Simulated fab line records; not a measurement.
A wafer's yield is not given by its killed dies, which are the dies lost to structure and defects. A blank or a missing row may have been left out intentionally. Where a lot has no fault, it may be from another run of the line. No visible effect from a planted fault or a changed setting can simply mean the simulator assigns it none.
fab line records	flow nandHarc
record: lots: 24	wafers: 72	lastDay: 33
route steps=1302 shown A_STAIRCASE@812 A_SGD_CUT@901
lots untouched by any fault: they come from a run of this same line in which no faults occurred
startH: start of the lot's first displayed wafer, in hours after the record's first day	waitH: time in hours since the lot's previous step	" same as the row above	L1.1+2: one row covering several wafers at once	- either no value or no given start	* or withheld: withheld	< > ~ a bound
route shown NAME@n: a module of which the file shows steps, and the number in the route of the first	usual: mean/standard deviation taken from wafers without a fault	same: alike in all rows	chamber/n: place in a boat	sites: per-site readings	_std_site: standard deviation across them	_edge_site: outer sites' mean less inner sites'	radiusMm: how far each site lies from the wafer's centre	mask NAME#n: copy n	behind: the tool/chamber that last shaped the wafer	hold: what put the lot on hold/how long, in hours/how the hold closed	device: names the non-switching transistor (n, p or np)	end of line: the tests these same wafers got at the end of their route	for a step that has no rows: nothing shown but its recipe	killed: the dies lost at the first sort to structure and to defects; this is not the yield of the wafer	map: shows each die of a wafer: x if killed, . if not, _ if none is there
set.NAME: setting as actually run; set.NAME@STEP: the setting as run at that earlier step	model.NAME: the simulator's own value behind a step, which no gauge read
steps of the route over a sample of lots; a table a step, a row a wafer
services: a tool's chamber out of use, with start hour (startH, from the record's first day; less than 0 if before it), hours out, and reason
== steps ==
step: NHARC_A_STAIRCASE_ETCH_294
recipe: targetDepthA: 49890	timeS: 1211.6	ionEnergyEv: 800	c4f8FlowSccm: 80	o2FlowSccm: 60	arFlowSccm: withheld	rfW: 600	biasW: 3000	chemistry: C4F8/O2/Ar
usual: oesProductAu: 0.934/0.012	rfVppV: 1823/11
lot.wafer	tool	chamber	startH	waitH	oesProductAu	rfHoursCounterH	rfVppV
L075.3	rieDiel-10	2	-	-	0.935	38	1821
L075.2	"	3	"	"	0.954	41	1815
L075.6	"	2	"	"	0.939	-	1821
L074.3	rieDiel-10	3	-	-	0.939	42	1814
L074.6	"	1	"	"	0.928	-	1827
L074.5	"	2	"	"	0.937	-	1821
L076.1	rieDiel-13	2	-	-	0.940	11	1814
L076.4	"	3	"	"	0.932	13	1810
L076.6	"	3	"	"	0.932	-	1809
L077.3	rieDiel-13	2	-	-	0.940	12	1816
L077.1	"	3	"	"	0.921	13	1809
L077.6	"	2	"	"	0.944	-	1815
L078.4	rieDiel-02	1	-	-	0.932	4	1847
L078.3	"	2	"	"	0.960	4	1827
L078.5	"	2	"	"	0.941	-	1827
L080.2	rieDiel-10	1	-	-	0.938	6	1828
L080.3	"	3	"	"	0.944	6	1813
L080.1	"	0	"	"	0.938	6	1816
L079.4	rieDiel-13	3	-	-	0.943	25	1808
L079.3	"	2	"	"	0.948	25	1815
L079.6	"	0	"	"	0.954	-	1818
L081.3	rieDiel-10	3	-	-	0.930	10	1812
L081.2	"	0	"	"	0.928	9	1815
L081.6	"	0	"	"	0.911	-	1816
L082.2	rieDiel-02	0	-	-	0.926	21	1834
L082.4	"	1	"	"	0.925	22	1847
L082.3	"	3	"	"	0.929	23	1829
L083.1	rieDiel-13	1	-	-	0.932	39	1831
L083.2	"	2	"	"	0.950	39	1813
L083.3	"	3	"	"	0.944	37	1808
L085.1	rieDiel-02	2	-	-	0.940	24	1826
L085.4	"	0	"	"	0.934	23	1835
L085.3	"	1	"	"	0.938	25	1845
L084.2	rieDiel-10	3	-	-	0.927	25	1812
L084.1	"	0	"	"	0.917	25	1815
L084.5	"	3	"	"	0.926	-	1813
L086.2	rieDiel-10	3	-	-	0.936	26	1813
L086.3	"	0	"	"	0.923	26	1815
L086.5	"	1	"	"	0.940	-	1827
L087.2	rieDiel-02	3	-	-	0.956	28	1828
L087.5	"	1	"	"	0.946	-	1845
L087.4	"	3	"	"	0.950	-	1828
L089.2	rieDiel-10	1	-	-	0.931	30	1826
L089.5	"	0	"	"	0.923	-	1817
L089.6	"	1	"	"	0.933	-	1827
L088.2	rieDiel-10	3	-	-	0.940	37	1813
L088.1	"	2	"	"	0.934	21	1820
L088.6	"	0	"	"	0.913	-	1814
L091.1	rieDiel-13	1	-	-	0.921	8	1832
L091.5	"	2	"	"	0.923	-	1814
L091.6	"	3	"	"	0.939	-	1847
L090.2	rieDiel-02	2	-	-	0.933	49	1824
L090.6	"	0	"	"	0.933	-	1832
L090.5	"	1	"	"	0.935	-	1844
L092.2	rieDiel-10	1	-	-	0.929	52	1825
L092.4	"	2	"	"	0.915	44	1818
L092.3	"	0	"	"	0.925	53	1813
L093.1	rieDiel-10	0	-	-	0.921	54	1813
L093.4	"	1	"	"	0.936	53	1826
L093.6	"	3	"	"	0.927	-	1809
L094.2	rieDiel-13	3	-	-	0.937	20	1847
L094.3	"	1	"	"	0.913	18	1830
L094.6	"	3	"	"	0.945	-	1847
L096.1	rieDiel-02	0	-	-	0.922	5	1833
L096.2	"	2	"	"	0.924	6	1826
L096.6	"	3	"	"	0.915	-	1826
L095.2	rieDiel-13	3	-	-	0.944	26	1846
L095.1	"	0	"	"	0.930	24	1815
L095.4	"	2	"	"	0.921	24	1812
L097.1	rieDiel-10	1	-	-	0.939	0	1826
L097.2	"	3	"	"	0.945	0	1811
L097.5	"	1	"	"	0.932	-	1827
step: NHARC_A_STAIRCASE_STRIP_475
recipe: timeS: 20	o2FlowSccm: 500	arFlowSccm: 0	biasW: 0	chemistry: O2
usual: drypumpMotorCurrentA: 5.6/0.37	mfcArSccm: 0.016/0.012	oesProductAu: 1.003/0.0092	rfVppV: 57.6/0.95	showerheadPlenumPTorr: 3.48/0.15	throttleValvePct: 17.036/0.008
lot.wafer	tool	chamber	startH	waitH	drypumpMotorCurrentA	mfcArSccm	oesProductAu	rfHoursCounterH	rfVppV	showerheadPlenumPTorr	throttleValvePct
L075.2	rieDiel-13	1	-	-	5.9	0.016	0.984	23	57.9	3.59	17.045
L075.3	"	3	"	"	5.4	0.025	1.011	24	56.6	3.30	17.033
L075.6	"	1	"	"	5.9	0.016	0.998	-	57.4	3.59	17.051
L074.3	rieDiel-10	0	449.58	0.3	5.7	0.005	0.994	-	56.4	3.38	17.031
L074.5	"	0	"	"	5.7	0.005	0.996	-	55.4	3.38	17.050
L074.6	"	3	"	"	5.5	0	1.007	-	56.1	3.34	17.039
L077.1	rieDiel-13	1	-	-	5.9	0.016	1.000	30	58.8	3.59	17.044
L077.3	"	3	"	"	5.5	0.025	0.999	29	56.7	3.29	17.039
L077.6	"	2	"	"	5.4	0.022	1.022	-	55.5	3.36	17.032
L076.4	rieDiel-02	3	-	-	4.8	0.039	1.009	16	57.7	3.55	17.044
L076.1	"	0	"	"	5.3	0	0.999	14	57.8	3.63	17.037
L076.6	"	2	"	"	5.4	0.008	0.990	-	58.4	3.52	17.045
L078.3	rieDiel-02	2	-	-	5.4	0.008	1.011	23	57.3	3.52	17.029
L078.4	"	3	"	"	4.7	0.039	1.017	23	55.9	3.55	17.042
L078.5	"	3	"	"	4.7	0.039	1.019	-	57.5	3.55	17.036
L080.2	rieDiel-13	2	-	-	5.3	0.022	1.002	45	56.7	3.35	17.023
L080.1	"	0	"	"	6.0	0.005	1.010	43	57.9	3.40	17.025
L080.3	"	1	"	"	5.9	0.016	0.999	45	58.5	3.58	17.034
L079.3	rieDiel-10	1	-	-	5.7	0.033	1.003	26	57.6	3.52	17.044
L079.4	"	2	"	"	5.2	0.014	1.000	17	56.9	3.43	17.026
L079.6	"	1	"	"	5.7	0.033	0.997	-	56.9	3.52	17.038
L081.2	rieDiel-13	2	-	-	5.3	0.022	1.011	48	57.4	3.35	17.042
L081.3	"	1	"	"	5.9	0.016	1.009	48	59.7	3.58	17.026
L081.6	"	3	"	"	5.5	0.025	1.011	-	57.0	3.28	17.034
L083.1	rieDiel-02	1	-	-	6.4	0.022	1.002	45	57.1	3.78	17.028
L083.3	"	3	"	"	4.7	0.039	1.000	42	57.4	3.54	17.027
L083.2	"	0	"	"	5.2	0	0.993	41	58.4	3.61	17.037
L082.3	rieDiel-13	2	-	-	5.3	0.022	0.987	1	59.0	3.35	17.033
L082.4	"	3	"	"	5.4	0.025	1.017	1	58.8	3.81	17.042
L082.2	"	1	"	"	5.9	0.016	1.019	1	59.1	3.58	17.037
L085.1	rieDiel-13	0	-	-	6.1	0.005	1.000	4	55.2	3.39	17.033
L085.3	"	2	"	"	5.3	0.022	0.979	3	58.3	3.34	17.038
L085.4	"	3	"	"	5.5	0.025	1.017	3	58.4	3.81	17.028
L084.2	rieDiel-13	1	-	-	5.9	0.016	1.013	4	57.8	3.58	17.032
L084.1	"	0	"	"	6.1	0.005	1.010	4	57.5	3.39	17.036
L084.5	"	1	"	"	5.9	0.016	1.009	-	57.1	3.58	17.046
L086.2	rieDiel-13	3	-	-	5.4	0.025	1.008	6	57.9	3.80	17.030
L086.3	"	1	"	"	5.9	0.016	0.998	6	58.1	3.58	17.036
L086.5	"	0	"	"	6.1	0.005	1.009	-	57.6	3.39	17.032
L087.4	rieDiel-13	1	-	-	5.9	0.016	0.991	6	58.3	3.58	17.048
L087.2	"	2	"	"	5.3	0.022	0.985	5	57.5	3.34	17.037
L087.5	"	2	"	"	5.3	0.022	0.980	-	56.7	3.34	17.033
L088.2	rieDiel-10	2	-	-	5.2	0.014	0.997	45	57.8	3.42	17.035
L088.1	"	3	"	"	5.6	0	1.004	59	58.3	3.31	17.032
L088.6	"	1	"	"	5.7	0.033	1.000	-	58.3	3.51	17.035
L089.2	rieDiel-10	3	-	-	5.5	0	1.006	59	55.9	3.31	17.043
L089.6	"	3	"	"	5.5	0	0.999	-	58.5	3.31	17.029
L089.5	"	0	"	"	5.7	0.005	1.003	-	57.1	3.35	17.033
L090.2	rieDiel-10	0	-	-	5.7	0.005	1.003	2	57.4	3.35	17.038
L090.6	"	0	"	"	5.7	0.005	0.997	-	58.4	3.35	17.037
L090.5	"	1	"	"	5.7	0.033	0.998	-	56.6	3.50	17.042
L091.1	rieDiel-10	0	-	-	5.7	0.005	0.998	2	58.0	3.35	17.027
L091.6	"	1	"	"	5.7	0.033	1.009	-	58.4	3.50	17.031
L091.5	"	2	"	"	5.2	0.014	1.001	-	57.7	3.42	17.055
L094.2	rieDiel-13	1	-	-	5.9	0.016	0.997	38	57.8	3.56	17.039
L094.3	"	2	"	"	5.3	0.022	0.976	38	56.8	3.33	17.023
L094.6	"	1	"	"	5.9	0.016	1.002	-	57.4	3.56	17.048
L092.4	rieDiel-10	0	-	-	5.7	0.005	1.001	7	58.6	3.35	17.026
L092.3	"	1	"	"	5.7	0.033	1.009	9	56.7	3.50	17.050
L092.2	"	2	"	"	5.1	0.014	1.001	9	57.1	3.41	17.026
L093.4	rieDiel-13	0	-	-	6.1	0.005	1.014	34	56.1	3.38	17.032
L093.1	"	1	"	"	5.9	0.016	0.997	38	57.1	3.56	17.020
L093.6	"	2	"	"	5.3	0.022	0.985	-	57.9	3.33	17.023
L096.1	rieDiel-02	3	-	-	4.7	0.039	1.004	26	57.4	3.51	17.034
L096.2	"	0	"	"	5.3	0	0.993	27	59.1	3.59	17.040
L096.6	"	3	"	"	4.7	0.039	1.000	-	57.5	3.51	17.033
L095.4	rieDiel-02	0	-	-	5.3	0	0.996	27	57.6	3.59	17.016
L095.1	"	1	"	"	6.4	0.022	1.005	26	59.1	3.76	17.047
L095.2	"	3	"	"	4.7	0.039	1.011	26	58.3	3.51	17.028
L097.1	rieDiel-10	1	-	-	5.7	0.033	1.003	21	57.0	3.49	17.028
L097.2	"	2	"	"	5.2	0.014	1.002	20	57.2	3.41	17.036
L097.5	"	3	"	"	5.5	0	1.022	-	56.6	3.30	17.047
step: NHARC_A_STAIRCASE_CMP_472
recipe: material: SiO2
usual: edgeZonePressureFrac: 1.000/0.0048	motorCurrentA: 11.5/1.3
lot.wafer	tool	chamber	startH	waitH	edgeZonePressureFrac	motorCurrentA
L075.2	cmp-02	3	444.43	0.2	0.997	11.2
L075.3	"	0	"	"	0.994	12.3
L075.6	"	0	"	"	1.001	12.4
L074.3	cmp-02	0	449.95	0.2	1.000	11.6
L074.6	"	0	"	"	0.998	12.1
L074.5	"	1	"	"	0.995	13.4
L077.1	cmp-02	3	455.57	0.2	0.999	11.3
L077.3	"	0	"	"	0.996	12.4
L077.6	"	0	"	"	1.002	12.4
L076.4	cmp-01	0	455.77	0.1	0.999	9.7
L076.1	"	2	"	"	0.997	10.4
L076.6	"	3	"	"	1.003	10.3
L078.4	cmp-01	3	476.60	0.2	1.005	10.8
L078.3	"	0	"	"	0.999	9.3
L078.5	"	0	"	"	1.001	9.9
L080.1	cmp-02	1	502.16	0.2	1.005	12.8
L080.3	"	2	"	"	1.002	12.7
L080.2	"	0	"	"	1.008	12.2
L079.4	cmp-01	3	504.09	0.2	0.998	10.6
L079.3	"	0	"	"	1.003	9.6
L079.6	"	1	"	"	1.005	9.7
L081.2	cmp-02	1	510.52	0.2	0.996	13.9
L081.3	"	3	"	"	1.003	11.3
L081.6	"	1	"	"	1.000	13.2
L083.2	cmp-02	3	532.53	0.2	1.002	10.9
L083.3	"	1	"	"	1.010	14.3
L083.1	"	2	"	"	0.998	12.4
L082.2	cmp-04	2	533.03	0.2	1.003	14.1
L082.3	"	3	"	"	0.996	10.7
L082.4	"	0	"	"	1.005	12.1
L085.4	cmp-04	1	546.74	0.1	1.000	11.5
L085.1	"	2	"	"	1.008	14.0
L085.3	"	3	"	"	1.004	10.9
L084.2	cmp-02	2	547.02	0.3	0.997	11.9
L084.1	"	3	"	"	1.002	11.8
L084.5	"	0	"	"	1.001	12.4
L086.2	cmp-01	0	550.88	0.3	0.995	9.4
L086.3	"	2	"	"	1.003	10.7
L086.5	"	0	"	"	1.000	10.2
L087.4	cmp-01	0	551.10	0.2	1.001	9.6
L087.2	"	3	"	"	1.000	10.7
L087.5	"	1	"	"	0.998	10.3
L088.2	cmp-04	0	579.81	0.2	1.005	12.4
L088.1	"	1	"	"	0.992	11.6
L088.6	"	0	"	"	0.999	12.0
L089.2	cmp-01	1	580.02	0.2	0.997	9.9
L089.5	"	0	"	"	1.000	9.4
L089.6	"	1	"	"	0.999	9.6
L090.2	cmp-01	1	611.70	0.3	0.994	10.0
L090.5	"	2	"	"	0.998	11.1
L090.6	"	3	"	"	0.999	10.7
L091.1	cmp-02	2	612.00	0.3	0.999	12.4
L091.5	"	3	"	"	1.003	10.6
L091.6	"	0	"	"	1.000	12.3
L094.3	cmp-04	1	631.30	0.2	1.006	11.5
L094.2	"	2	"	"	0.996	14.0
L094.6	"	0	"	"	1.002	11.9
L092.4	cmp-02	3	631.36	0.2	1.003	11.0
L092.2	"	0	"	"	1.001	12.0
L092.3	"	1	"	"	0.997	13.9
L093.1	cmp-01	2	631.42	0.2	1.007	11.0
L093.4	"	3	"	"	0.997	11.1
L093.6	"	2	"	"	0.991	11.3
L096.2	cmp-04	0	655.54	0.2	0.996	11.9
L096.1	"	1	"	"	1.011	11.3
L096.6	"	2	"	"	0.996	13.9
L095.4	cmp-01	3	655.55	0.2	0.998	10.7
L095.2	"	0	"	"	1.007	9.6
L095.1	"	1	"	"	1.002	10.1
L097.1	cmp-02	3	663.33	0.3	1.002	11.2
L097.2	"	0	"	"	1.011	13.0
L097.5	"	1	"	"	0.999	13.5
step: NHARC_A_SGD_CUT_CD_MEAS_09
recipe: targetCdNm: 100	landingEnergyEv: 500
usual: cdNm: 99.8/0.53
lot.wafer	tool	chamber	startH	waitH	cdNm
L075.2	cdSem-01	0	445.46	-	99.7
L075.3	"	0	"	"	100.1
L075.6	"	0	"	"	99.3
L074.3	cdSem-02	0	451.08	-	100.2
L074.5	"	0	"	"	99.8
L074.6	"	0	"	"	99.5
L077.1	cdSem-03	0	456.70	-	98.4
L077.3	"	0	"	"	99.6
L077.6	"	0	"	"	99.1
L076.1	cdSem-03	0	456.87	-	100.7
L076.4	"	0	"	"	100.4
L076.6	"	0	"	"	100.6
L078.3	cdSem-02	0	477.73	-	99.8
L078.4	"	0	"	"	99.5
L078.5	"	0	"	"	99.0
L080.1	cdSem-03	0	503.22	-	99.4
L080.2	"	0	"	"	98.8
L080.3	"	0	"	"	98.6
L079.3	cdSem-01	0	505.18	-	100.1
L079.4	"	0	"	"	99.5
L079.6	"	0	"	"	100.0
L081.2	cdSem-01	0	511.53	-	100.5
L081.3	"	0	"	"	100.1
L081.6	"	0	"	"	100.3
L083.1	cdSem-01	0	533.66	-	99.6
L083.2	"	0	"	"	98.6
L083.3	"	0	"	"	98.6
L082.2	cdSem-02	0	534.16	-	99.5
L082.3	"	0	"	"	99.5
L082.4	"	0	"	"	99.8
L085.1	cdSem-03	0	547.87	-	100.2
L085.3	"	0	"	"	99.7
L085.4	"	0	"	"	100.2
L084.1	cdSem-02	0	548.11	-	99.9
L084.2	"	0	"	"	100.0
L084.5	"	0	"	"	99.7
L086.2	cdSem-03	0	551.99	-	100.4
L086.3	"	0	"	"	100.0
L086.5	"	0	"	"	100.3
L087.2	cdSem-02	0	552.23	-	100.0
L087.4	"	0	"	"	100.1
L087.5	"	0	"	"	100.6
L088.1	cdSem-03	0	580.91	-	99.7
L088.2	"	0	"	"	100.3
L088.6	"	0	"	"	99.7
L089.2	cdSem-01	0	581.13	-	100.4
L089.5	"	0	"	"	100.0
L089.6	"	0	"	"	100.3
L090.2	cdSem-03	0	612.76	-	99.9
L090.5	"	0	"	"	100.2
L090.6	"	0	"	"	100.0
L091.1	cdSem-01	0	613.06	-	99.2
L091.5	"	0	"	"	98.8
L091.6	"	0	"	"	98.4
L094.2	cdSem-03	0	632.25	-	100.0
L094.3	"	0	"	"	100.5
L094.6	"	0	"	"	100.4
L092.2	cdSem-03	0	632.47	-	99.4
L092.3	"	0	"	"	100.3
L092.4	"	0	"	"	98.9
L093.1	cdSem-02	0	632.50	-	99.9
L093.4	"	0	"	"	100.7
L093.6	"	0	"	"	99.4
L096.1	cdSem-02	0	656.62	-	98.8
L096.2	"	0	"	"	99.3
L096.6	"	0	"	"	99.9
L095.1	cdSem-01	0	656.65	-	100.4
L095.2	"	0	"	"	100.4
L095.4	"	0	"	"	100.2
L097.1	cdSem-01	0	664.41	-	100.1
L097.2	"	0	"	"	100.1
L097.5	"	0	"	"	99.7
step: NHARC_A_SGD_CUT_INSPECT_11
usual: rawDefectCount: 52/33
lot.wafer	tool	chamber	startH	waitH	rawDefectCount
L075.2	defectInspect-02	-	445.58	0.0	105
L075.3	"	-	"	"	105
L075.6	"	-	"	"	123
L074.3	defectInspect-01	-	451.20	0.0	19
L074.5	"	-	"	"	28
L074.6	"	-	"	"	28
L077.1	defectInspect-01	-	456.83	0.0	26
L077.3	"	-	"	"	18
L077.6	"	-	"	"	24
L076.1	defectInspect-02	-	457.00	0.0	59
L076.4	"	-	"	"	61
L076.6	"	-	"	"	65
L078.3	defectInspect-01	-	477.85	0.0	115
L078.4	"	-	"	"	118
L078.5	"	-	"	"	112
L080.1	defectInspect-01	-	503.34	0.0	25
L080.2	"	-	"	"	14
L080.3	"	-	"	"	24
L079.3	defectInspect-02	-	505.30	0.0	118
L079.4	"	-	"	"	106
L079.6	"	-	"	"	115
L081.2	defectInspect-01	-	511.66	0.0	56
L081.3	"	-	"	"	59
L081.6	"	-	"	"	68
L083.1	defectInspect-02	-	533.78	0.0	60
L083.2	"	-	"	"	80
L083.3	"	-	"	"	84
L082.2	defectInspect-02	-	534.29	0.0	60
L082.3	"	-	"	"	74
L082.4	"	-	"	"	63
L085.1	defectInspect-02	-	548.00	0.0	35
L085.3	"	-	"	"	30
L085.4	"	-	"	"	33
L084.1	defectInspect-02	-	548.23	0.0	49
L084.2	"	-	"	"	47
L084.5	"	-	"	"	51
L086.2	defectInspect-02	-	552.11	0.0	37
L086.3	"	-	"	"	34
L086.5	"	-	"	"	38
L087.2	defectInspect-01	-	552.35	0.0	20
L087.4	"	-	"	"	20
L087.5	"	-	"	"	14
L088.1	defectInspect-01	-	581.04	0.0	20
L088.2	"	-	"	"	18
L088.6	"	-	"	"	25
L089.2	defectInspect-02	-	581.26	0.0	46
L089.5	"	-	"	"	43
L089.6	"	-	"	"	46
L090.2	defectInspect-02	-	612.88	0.0	86
L090.5	"	-	"	"	89
L090.6	"	-	"	"	95
L091.1	defectInspect-01	-	613.19	0.0	30
L091.5	"	-	"	"	29
L091.6	"	-	"	"	28
L094.2	defectInspect-02	-	632.38	0.0	59
L094.3	"	-	"	"	57
L094.6	"	-	"	"	65
L092.2	defectInspect-02	-	632.59	0.0	18
L092.3	"	-	"	"	26
L092.4	"	-	"	"	17
L093.1	defectInspect-01	-	632.62	0.0	30
L093.4	"	-	"	"	26
L093.6	"	-	"	"	24
L096.1	defectInspect-01	-	656.74	0.0	73
L096.2	"	-	"	"	71
L096.6	"	-	"	"	66
L095.1	defectInspect-02	-	656.78	0.0	7
L095.2	"	-	"	"	11
L095.4	"	-	"	"	6
L097.1	defectInspect-02	-	664.53	0.0	44
L097.2	"	-	"	"	47
L097.5	"	-	"	"	60
step: NHARC_A_SGD_CUT_ETCH_15
recipe: targetDepthA: 750	timeS: 64.3	ch3fFlowSccm: 50	o2FlowSccm: 30	arFlowSccm: 200	rfW: 500	biasW: 100	chemistry: CH3F/O2
usual: drypumpMotorCurrentA: 5.7/0.43	mfcArSccm: 200.0/0.58	oesProductAu: 0.958/0.018	rfVppV: 263.6/1.7	showerheadPlenumPTorr: 2.44/0.1	throttleValvePct: 20.664/0.0096
lot.wafer	tool	chamber	startH	waitH	drypumpMotorCurrentA	mfcArSccm	oesProductAu	rfHoursCounterH	rfVppV	showerheadPlenumPTorr	throttleValvePct
L075.3	rieDiel-07	0	-	-	5.5	200.3	0.998	12	261.2	2.33	20.669
L075.2	"	1	"	"	6.1	200.3	0.966	14	265.4	2.59	20.659
L075.6	"	0	"	"	5.5	200.9	0.986	-	261.9	2.33	20.664
L074.3	rieDiel-01	1	-	-	5.6	200.8	0.950	3	263.9	2.46	20.678
L074.5	"	2	"	"	6.2	200.4	0.949	-	264.0	2.53	20.684
L074.6	"	3	"	"	5.3	199.5	0.964	-	260.6	2.29	20.681
L077.1	rieDiel-07	2	-	-	6.3	200.4	0.958	14	264.0	2.46	20.658
L077.3	"	1	"	"	6.1	199.8	0.956	15	268.3	2.59	20.675
L077.6	"	3	"	"	6.1	200.9	0.986	-	260.9	2.36	20.672
L076.4	rieDiel-01	2	-	-	6.2	200.4	0.943	4	263.9	2.53	20.671
L076.1	"	0	"	"	5.0	199.2	0.965	4	265.7	2.53	20.674
L076.6	"	3	"	"	5.3	199.6	0.962	-	259.8	2.29	20.666
L078.4	rieDiel-01	2	-	-	6.2	200.1	0.955	5	264.8	2.53	20.652
L078.3	"	3	"	"	5.3	200.3	0.967	5	260.5	2.29	20.641
L078.5	"	1	"	"	5.7	200.8	0.931	-	263.2	2.46	20.659
L080.1	rieDiel-05	3	-	-	5.4	200.3	0.978	4	266.1	2.57	20.660
L080.2	"	1	"	"	5.3	200.0	0.959	5	260.9	2.30	20.681
L080.3	"	2	"	"	5.0	199.3	0.952	6	262.1	2.42	20.664
L079.3	rieDiel-05	1	-	-	5.2	199.4	0.957	5	262.0	2.30	20.635
L079.4	"	1	"	"	5.2	200.1	0.951	-	263.0	2.30	20.665
L079.6	"	0	"	"	5.9	200.6	0.961	-	264.4	2.43	20.654
L081.2	rieDiel-07	0	-	-	5.5	200.4	0.967	2	262.4	2.33	20.653
L081.3	"	2	"	"	6.3	201.3	0.965	2	264.2	2.46	20.667
L081.6	"	0	"	"	5.6	200.1	0.960	-	262.7	2.33	20.654
L083.1	rieDiel-07	3	-	-	6.1	201.3	0.965	4	262.4	2.36	20.664
L083.3	"	0	"	"	5.5	198.0	0.945	3	262.1	2.33	20.667
L083.2	"	1	"	"	6.1	200.5	0.945	3	266.4	2.59	20.672
L082.2	rieDiel-05	1	-	-	5.3	199.6	0.945	8	261.3	2.30	20.659
L082.3	"	3	"	"	5.4	200.0	0.955	7	265.9	2.57	20.662
L082.4	"	0	"	"	5.9	199.9	0.950	-	261.8	2.43	20.678
L085.1	rieDiel-01	3	-	-	5.2	199.3	0.951	8	259.9	2.29	20.661
L085.3	"	0	"	"	5.0	199.9	0.967	7	266.4	2.53	20.662
L085.4	"	1	"	"	5.6	200.0	0.935	7	263.2	2.46	20.661
L084.1	rieDiel-07	3	-	-	6.1	200.0	0.982	5	262.6	2.36	20.660
L084.2	"	0	"	"	5.5	199.0	0.966	5	263.5	2.33	20.667
L084.5	"	0	"	"	5.5	199.7	0.965	-	260.9	2.33	20.666
L086.3	rieDiel-05	0	-	-	5.9	199.5	0.958	9	264.2	2.43	20.660
L086.2	"	1	"	"	5.3	200.2	0.951	9	263.0	2.30	20.644
L086.5	"	3	"	"	5.4	199.6	0.953	-	264.9	2.56	20.653
L087.4	rieDiel-07	3	-	-	6.1	199.2	0.988	6	262.4	2.36	20.661
L087.2	"	0	"	"	5.5	200.5	0.947	6	260.7	2.33	20.655
L087.5	"	1	"	"	6.1	199.8	0.951	-	264.2	2.59	20.658
L088.1	rieDiel-05	3	-	-	5.4	200.1	0.990	10	266.0	2.56	20.673
L088.2	"	1	"	"	5.2	199.1	0.956	11	262.0	2.30	20.667
L088.6	"	3	"	"	5.4	200.1	0.988	-	266.2	2.56	20.662
L089.2	rieDiel-01	1	-	-	5.6	200.5	0.964	1	264.1	2.46	20.664
L089.6	"	1	"	"	5.6	200.6	0.962	-	264.1	2.46	20.670
L089.5	"	2	"	"	6.2	200.8	0.983	-	265.2	2.52	20.680
L090.2	rieDiel-07	3	-	-	6.1	199.0	0.972	10	261.5	2.36	20.652
L090.5	"	1	"	"	6.1	200.0	0.973	-	265.9	2.59	20.650
L090.6	"	2	"	"	6.3	200.6	0.969	-	262.8	2.45	20.680
L091.1	rieDiel-01	1	-	-	5.6	200.1	0.968	3	263.5	2.46	20.675
L091.6	"	1	"	"	5.6	199.8	0.971	-	264.9	2.46	20.657
L091.5	"	2	"	"	6.1	200.7	0.957	-	265.3	2.52	20.657
L094.3	rieDiel-01	2	-	-	6.2	199.7	0.969	3	262.4	2.52	20.665
L094.2	"	0	"	"	5.0	200.3	0.948	4	264.6	2.53	20.664
L094.6	"	2	"	"	6.2	199.2	0.972	-	264.6	2.52	20.673
L092.3	rieDiel-05	1	-	-	5.3	200.1	0.931	3	262.6	2.30	20.666
L092.4	"	2	"	"	5.0	199.8	0.929	1	263.8	2.42	20.653
L092.2	"	3	"	"	5.4	199.8	0.939	3	264.9	2.56	20.660
L093.4	rieDiel-05	0	-	-	5.9	199.6	0.949	3	262.0	2.43	20.663
L093.1	"	1	"	"	5.2	199.6	0.926	3	262.0	2.30	20.669
L093.6	"	2	"	"	5.0	199.3	0.906	-	264.4	2.42	20.669
L096.1	rieDiel-05	1	-	-	5.2	200.0	0.923	5	262.6	2.30	20.674
L096.2	"	0	"	"	5.9	199.9	0.959	6	262.8	2.43	20.681
L096.6	"	1	"	"	5.3	200.0	0.936	-	261.3	2.29	20.672
L095.4	rieDiel-05	2	-	-	5.0	198.8	0.939	3	263.3	2.42	20.666
L095.1	"	3	"	"	5.4	199.5	0.947	6	264.9	2.56	20.664
L095.2	"	0	"	"	5.9	200.1	0.958	6	262.6	2.43	20.664
L097.2	rieDiel-07	1	-	-	6.1	199.9	0.953	0	264.6	2.59	20.646
L097.1	"	3	"	"	6.1	200.1	0.989	1	261.3	2.36	20.660
L097.5	"	1	"	"	6.1	199.2	0.943	-	266.4	2.59	20.656
== services ==
tool	chamber	startH	hours	kind
cmp-01	-	373.29	4.0	repair
rieDiel-13	-	375.05	0.7	repair
cmp-01	-	384.12	4.0	pm
rieDiel-02	-	393.83	9.0	pm
rieDiel-05	-	406.60	9.0	pm
rieDiel-05	0	417.55	1.4	repair
rieDiel-05	3	418.05	5.4	repair
rieDiel-10	-	420.03	9.0	pm
cmp-02	-	428.63	4.0	pm
rieDiel-02	2	432.93	5.3	repair
rieDiel-10	2	441.16	33.4	repair
cmp-01	-	452.85	0.8	repair
rieDiel-05	2	454.87	4.3	repair
rieDiel-02	2	477.98	4.5	repair
rieDiel-02	2	488.79	12.6	repair
rieDiel-02	0	499.98	5.0	repair
rieDiel-13	-	521.23	9.0	pm
cmp-02	-	526.63	4.0	pm
cmp-02	-	564.69	2.9	repair
rieDiel-13	0	585.30	4.4	repair
rieDiel-10	-	597.03	9.0	pm
cmp-02	-	622.82	1.1	repair
cmp-02	-	624.63	4.0	pm
rieDiel-10	-	638.69	0.8	repair
== key ==
fault none
